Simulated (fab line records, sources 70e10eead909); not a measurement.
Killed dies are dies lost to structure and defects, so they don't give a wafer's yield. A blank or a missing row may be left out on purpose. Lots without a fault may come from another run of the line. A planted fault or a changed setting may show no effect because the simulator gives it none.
Chamber matching | flow nand_harc | NHARC_A_CHANNEL_FILL_D1_ALD_02 on ald_hk-01: 4 sister chambers
The step deposits SiO2, target thk 6 nm, pulse time 10 s, ald cycles 60. 8 wafers are shown with their chamber, then 7 later ones without.

WAFERS WITH THEIR CHAMBER
wafer  | chamber | heater_power_w (W) | heater_power_outer_w (W)
L300.5 | 0       | 461                | 261
L305.2 | 1       | 503                | 281
L305.6 | 1       | 502                | 272
L308.2 | 3       | 429                | 253
L308.3 | 2       | 445                | 249
L308.4 | 0       | 452                | 259
L310.2 | 2       | 431                | 258
L310.4 | 3       | 417                | 252

WAFERS WITHOUT THEIR CHAMBER
wafer  | heater_power_w (W) | heater_power_outer_w (W)
L310.5 | 486                | 268
L322.2 | 432                | 250
L322.3 | 492                | 271
L322.4 | 494                | 266
L323.1 | 484                | 276
L323.2 | 436                | 259
L323.4 | 475                | 272

WHICH CHAMBER EACH WENT THROUGH
wafer  | from the rows above          | in truth
L310.5 | can't be placed: 1 or 0      | 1
L322.2 | can't be placed: 2 or 3      | 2
L322.3 | 1                            | 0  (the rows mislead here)
L322.4 | 1                            | 1
L323.1 | 1                            | 1
L323.2 | can't be placed: 2 or 3 or 0 | 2
L323.4 | can't be placed: 0 or 1      | 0
Placed correctly: 2 of 7. Can't be placed from these rows: 4 (the true chamber is among the candidates in 4). Placed wrongly: 1.
How it was worked out, from the rows above alone: a wafer's distance from a chamber is the root of the sum, over the readings, of the square of ((its reading less the chamber's mean) divided by the reading's scatter). The wafer belongs to the nearest chamber; if the next one is less than 2 further off, it can't be placed. A chamber's mean is the mean of its shown wafers. The scatter: the root of (the sum of the squares of (reading less its chamber's mean) over the shown wafers, divided by (wafers less chambers)).
